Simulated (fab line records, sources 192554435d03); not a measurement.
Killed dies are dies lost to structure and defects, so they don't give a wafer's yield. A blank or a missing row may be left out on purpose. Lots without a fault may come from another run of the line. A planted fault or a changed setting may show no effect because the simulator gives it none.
Split-lot experiment | flow n5_finfet | 7 lots, 39 wafers read, on a route of 1938 steps

THE SPLIT
At N5_HKMG_FIN_EXPOSE_46 (exposes mask NDIPOLE), the setting dose_mj was moved away from the recipe's 40 on 6 of the 39 wafers read, by +5.2% to +7.4%. The other wafers ran this setting at the recipe's value.

FROM THE SPLIT TO THE READING: what the file shows between them, 2 steps
- N5_HKMG_FIN_PEB_47: peb time 60 s
- N5_HKMG_FIN_DEVELOP_48: develop time 30 s

THE READING
cd_nm, in nm, at N5_HKMG_FIN_CD_MEAS_49 (target cd 202 nm). Fault-free wafers of this fab line usually give 202.4 nm, standard deviation 0.5 nm.

wafer  | tool, chamber at the split | dose_mj as run | against the recipe | cd_nm, nm | against lot-mates on the recipe
L074.1 | arfi_scanner-01, 0         | 40             | recipe             | 202.2     | -
L074.2 | arfi_scanner-01, 0         | 40             | recipe             | 202.3     | -
L074.3 | arfi_scanner-01, 0         | 40             | recipe             | 202.5     | -
L074.4 | arfi_scanner-01, 0         | 40             | recipe             | 202.3     | -
L074.5 | arfi_scanner-01, 0         | 40             | recipe             | 202.7     | -
L074.6 | arfi_scanner-01, 0         | 40             | recipe             | 202.4     | -
L078.1 | arfi_scanner-03, 0         | 42.95          | +7.4%              | 207.5     | +4.8
L078.2 | arfi_scanner-03, 0         | 40             | recipe             | 202.5     | -
L078.3 | arfi_scanner-03, 0         | 40             | recipe             | 202.5     | -
L078.4 | arfi_scanner-03, 0         | 42.95          | +7.4%              | 206.4     | +3.7
L078.5 | arfi_scanner-03, 0         | 42.95          | +7.4%              | 206.6     | +3.9
L078.6 | arfi_scanner-03, 0         | 40             | recipe             | 203.1     | -
L081.1 | arfi_scanner-02, 0         | 40             | recipe             | 201.8     | -
L081.2 | arfi_scanner-02, 0         | 40             | recipe             | 202.5     | -
L081.3 | arfi_scanner-02, 0         | 40             | recipe             | 202.0     | -
L081.4 | arfi_scanner-02, 0         | 40             | recipe             | 201.8     | -
L081.5 | arfi_scanner-02, 0         | 40             | recipe             | 202.3     | -
L081.6 | arfi_scanner-02, 0         | 40             | recipe             | 201.5     | -
L082.2 | arfi_scanner-03, 0         | 40             | recipe             | 202.6     | -
L082.5 | arfi_scanner-03, 0         | 40             | recipe             | 202.3     | -
L082.6 | arfi_scanner-03, 0         | 40             | recipe             | 202.7     | -
L083.1 | arfi_scanner-02, 0         | 40             | recipe             | 202.6     | -
L083.2 | arfi_scanner-02, 0         | 40             | recipe             | 201.8     | -
L083.3 | arfi_scanner-02, 0         | 40             | recipe             | 202.1     | -
L083.4 | arfi_scanner-02, 0         | 40             | recipe             | 201.8     | -
L083.5 | arfi_scanner-02, 0         | 40             | recipe             | 202.2     | -
L083.6 | arfi_scanner-02, 0         | 40             | recipe             | 201.9     | -
L088.1 | arfi_scanner-02, 0         | 42.1           | +5.2%              | 204.9     | +2.5
L088.2 | arfi_scanner-02, 0         | 42.1           | +5.2%              | 205.1     | +2.7
L088.3 | arfi_scanner-02, 0         | 40             | recipe             | 202.3     | -
L088.4 | arfi_scanner-02, 0         | 40             | recipe             | 202.5     | -
L088.5 | arfi_scanner-02, 0         | 40             | recipe             | 202.4     | -
L088.6 | arfi_scanner-02, 0         | 42.1           | +5.2%              | 205.1     | +2.7
L096.1 | arfi_scanner-03, 0         | 40             | recipe             | 202.0     | -
L096.2 | arfi_scanner-03, 0         | 40             | recipe             | 202.7     | -
L096.3 | arfi_scanner-03, 0         | 40             | recipe             | 202.6     | -
L096.4 | arfi_scanner-03, 0         | 40             | recipe             | 202.4     | -
L096.5 | arfi_scanner-03, 0         | 40             | recipe             | 202.5     | -
L096.6 | arfi_scanner-03, 0         | 40             | recipe             | 202.5     | -

THE FIT
A straight line over all 39 wafers: cd_nm changes by +0.583 nm for each +1% of dose_mj; r = +0.97; the points scatter about the line by 0.37 nm.
The same after taking each lot's own level away (the mean of its wafers on the recipe; 39 wafers): +0.541 nm for each +1%; r = +0.98; scatter 0.28 nm.
On that fit, the largest move of dose_mj shifts the reading by 4 nm.
The lots' own levels span 201.98 to 202.70 nm, that is 1.4 times the standard deviation above.
So the lot-to-lot level changes the slope little: the two slopes agree.
Check: with one of the wafers moved furthest among these (+7.4%) left out of the fit, the line predicts +3.76 nm for it against its lot-mates. It came out at +4.8 nm against them.

OTHER SPLITS ON THESE WAFERS
These wafers also went through other splits before the reading. Each is held against what the fit with the lots' levels taken away leaves over:
other split on the same wafers               | wafers away from the commonest value | r with cd_nm (lot level and that fit taken away)
N5_PMOS_HMC_CHANNEL_EPI_EPI_20 pressure_torr | 24                                   | -0.04
N5_FIN_CUT_CUT_ETCH_15 target_depth_a        | 18                                   | -0.22
N5_DUMMY_GATE_ETCH_37 source_w               | 15                                   | +0.03
N5_SD_EPI_N_ETCH_35 source_w                 | 18                                   | -0.06

THE FILE'S OWN FIT
cd_nm changes by +0.541 nm for each +1% of dose_mj, r = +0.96.
